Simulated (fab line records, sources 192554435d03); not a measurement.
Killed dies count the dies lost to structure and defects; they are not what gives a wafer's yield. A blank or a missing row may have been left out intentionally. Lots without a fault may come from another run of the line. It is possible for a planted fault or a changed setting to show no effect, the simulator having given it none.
Split-lot trial -- flow n5-finfet -- route with 1938 steps; 7 lots, 21 wafers read

THE SPLIT ITSELF
At N5_BEOL_M0_ETCH_138 (etches SiCN in CH3F/O2, target depth 12 nm, time 31.6 s), the setting source-w was moved away from the recipe's 395 W on 7 of the 21 wafers read, by -12.9% to +11.9%. For the rest of the wafers, this setting stayed at what the recipe calls for.

Reading taken at the split's own step.

THE READING
rf-vpp-V, in V, at N5_BEOL_M0_ETCH_138 (etches SiCN in CH3F/O2, target depth 12 nm, time 31.6 s). Fault-free wafers of this fab line usually give 297.4 V, standard deviation 1.9 V.

wafer,"tool, chamber at the split","source-w as run, W",against the recipe,"rf-vpp-V, V",against lot-mates on the recipe
L074.2,"rie-diel-01, 1",395,recipe,297.9,-
L074.4,"rie-diel-01, 3",395,recipe,300.0,-
L074.6,"rie-diel-01, 2",395,recipe,299.9,-
L075.1,"rie-diel-02, 0",395,recipe,297.4,-
L075.3,"rie-diel-02, 2",372.7,-5.6%,299.2,+1.4
L075.6,"rie-diel-02, 0",395,recipe,298.2,-
L077.3,"rie-diel-01, 2",395,recipe,300.7,-
L077.4,"rie-diel-01, 3",349.6,-11.5%,311.3,+11.2
L077.6,"rie-diel-01, 2",395,recipe,299.6,-
L082.1,"rie-diel-01, 0",395,recipe,296.3,-
L082.2,"rie-diel-01, 3",359.3,-9.0%,309.9,+13.0
L082.3,"rie-diel-01, 1",395,recipe,297.5,-
L086.2,"rie-diel-04, 0",395,recipe,299.1,-
L086.5,"rie-diel-04, 0",395,recipe,300.9,-
L086.6,"rie-diel-04, 2",441.9,+11.9%,284.2,-15.8
L090.1,"rie-diel-01, 2",344.2,-12.9%,313.2,+13.8
L090.3,"rie-diel-01, 3",395,recipe,299.4,-
L090.5,"rie-diel-01, 3",344.2,-12.9%,314.5,+15.1
L092.1,"rie-diel-04, 0",395,recipe,300.3,-
L092.4,"rie-diel-04, 3",441.5,+11.8%,286.2,-12.3
L092.5,"rie-diel-04, 2",395,recipe,296.6,-

THE FIT
A straight line over all 21 wafers: rf-vpp-V changes by -1.12 V for each +1% of source-w; r = -0.97; the points scatter about the line by 1.9 V.
The same after taking each lot's own level away (the mean of its wafers on the recipe; 21 wafers): -1.13 V for each +1%; r = -0.97; scatter 1.7 V.
The reading moves by 14 V for the largest change in source-w, on that fit.
Across the lots, their own levels run from 296.90 to 300.15 V, a range of 1.7 times the standard deviation given above.
Consequently the slope shifts little with the lot-to-lot level, the two slopes agreeing.
Check: with one of the wafers moved furthest among these (-12.9%) left out of the fit, the line predicts +14.3 V for it against its lot-mates. Against them it came out at +13.8 V.
Tool readings at the split's step, against how far the setting was moved: rf-vpp-V r = -0.97.

FURTHER SPLITS ON THESE WAFERS
Other splits were also applied to these wafers ahead of the reading. Each is held against what the fit with the lots' levels taken away leaves over:
other split on the same wafers,wafers away from the commonest value,r with rf-vpp-V (lot level and that fit taken away)
N5_BEOL_M0_SAQP_ETCH_84 time-s,8,-0.17
N5_BEOL_M0_SAQP_SPACER1_ALD_98 temp-c,8,+0.35

FILE'S OWN FIT
rf-vpp-V changes by -1.12 V for each +1% of source-w, r = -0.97.
